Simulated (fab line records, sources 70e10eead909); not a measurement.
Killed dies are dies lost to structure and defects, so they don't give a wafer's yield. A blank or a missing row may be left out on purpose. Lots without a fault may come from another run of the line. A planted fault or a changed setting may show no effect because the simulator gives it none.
Chamber matching | flow nand_harc | NHARC_HYBRID_BOND_ACTIVATE_00 on rie_diel-12: 4 sister chambers
The step chemistry N2, time 60 s. 8 wafers are shown with their chamber, then 9 later ones without.

WAFERS WITH THEIR CHAMBER
wafer  | chamber | showerhead_plenum_p_Torr (Torr) | oes_product_au (a.u.)
L768.2 | 0       | 1.72                            | 1.011
L776.6 | 0       | 1.72                            | 0.992
L783.4 | 3       | 1.66                            | 1.017
L783.5 | 3       | 1.66                            | 1.005
L783.6 | 2       | 1.82                            | 0.990
L785.1 | 1       | 1.73                            | 1.000
L785.5 | 1       | 1.72                            | 0.998
L785.6 | 2       | 1.82                            | 0.980

WAFERS WITHOUT THEIR CHAMBER
wafer  | showerhead_plenum_p_Torr (Torr) | oes_product_au (a.u.)
L786.1 | 1.82                            | 1.002
L786.5 | 1.82                            | 0.995
L786.6 | 1.66                            | 0.998
L789.1 | 1.82                            | 0.976
L789.3 | 1.72                            | 1.003
L789.5 | 1.72                            | 0.992
L790.3 | 1.82                            | 0.995
L790.5 | 1.72                            | 0.989
L790.6 | 1.82                            | 0.987

WHICH CHAMBER EACH WENT THROUGH
wafer  | from the rows above     | in truth
L786.1 | 2                       | 2
L786.5 | 2                       | 2
L786.6 | 3                       | 3
L789.1 | 2                       | 2
L789.3 | can't be placed: 0 or 1 | 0
L789.5 | can't be placed: 0 or 1 | 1
L790.3 | 2                       | 2
L790.5 | can't be placed: 0 or 1 | 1
L790.6 | 2                       | 2
Placed correctly: 6 of 9. Can't be placed from these rows: 3 (the true chamber is among the candidates in 3). Placed wrongly: 0.
How it was worked out, from the rows above alone: a wafer's distance from a chamber is the root of the sum, over the readings, of the square of ((its reading less the chamber's mean) divided by the reading's scatter). The wafer belongs to the nearest chamber; if the next one is less than 2 further off, it can't be placed. A chamber's mean is the mean of its shown wafers. The scatter: the root of (the sum of the squares of (reading less its chamber's mean) over the shown wafers, divided by (wafers less chambers)).
